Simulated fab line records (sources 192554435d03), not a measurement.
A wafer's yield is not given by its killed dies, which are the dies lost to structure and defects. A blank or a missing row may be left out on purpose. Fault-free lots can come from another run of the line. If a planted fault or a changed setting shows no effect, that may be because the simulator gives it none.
Chamber matching -- flow n5-finfet -- N5_MOL_CONTACT_COAG_ETCH_105 on rie-diel-01 has 4 sister chambers
The step etches SiARC in CF4, target depth 15.6 nm, time 26 s. 8 wafers are shown with their chamber, then 7 later ones without.

== WAFERS PAIRED WITH THEIR CHAMBERS ==
wafer,chamber,drypump-motor-current-A (A),throttle-valve-pct (%)
L074.4,3,6.1,15.10
L080.5,1,6.3,15.78
L083.5,3,6.1,15.14
L085.2,1,6.3,15.79
L085.3,0,4.8,16.09
L085.5,2,5.8,15.53
L090.1,0,4.8,16.13
L090.2,2,5.7,15.56

== WAFERS WITHOUT THEIR CHAMBER ==
wafer,drypump-motor-current-A (A),throttle-valve-pct (%)
L090.6,6.1,15.18
L094.1,6.1,15.18
L094.2,4.8,16.13
L094.4,5.8,15.57
L097.2,6.1,15.20
L097.3,4.8,16.15
L097.6,5.8,15.59

== EACH ONE'S CHAMBER ==
wafer,from the rows above,in truth
L090.6,3,3
L094.1,3,3
L094.2,0,0
L094.4,2,2
L097.2,3,3
L097.3,0,0
L097.6,2,2
7 of 7 placed correctly. Can't be placed from these rows: 0. Placed wrongly: 0.
How it was worked out, from the rows above alone: a wafer's distance from a chamber is the root of the sum, over the readings, of the square of ((its reading less the chamber's mean) divided by the reading's scatter). The wafer belongs to the nearest chamber; if the next one is less than 2 further off, it can't be placed. The mean given for a chamber averages the wafers shown for that chamber. The scatter is the square root of a quotient: the sum, over the shown wafers, of each reading's squared deviation from its chamber's mean, divided by wafers minus chambers.
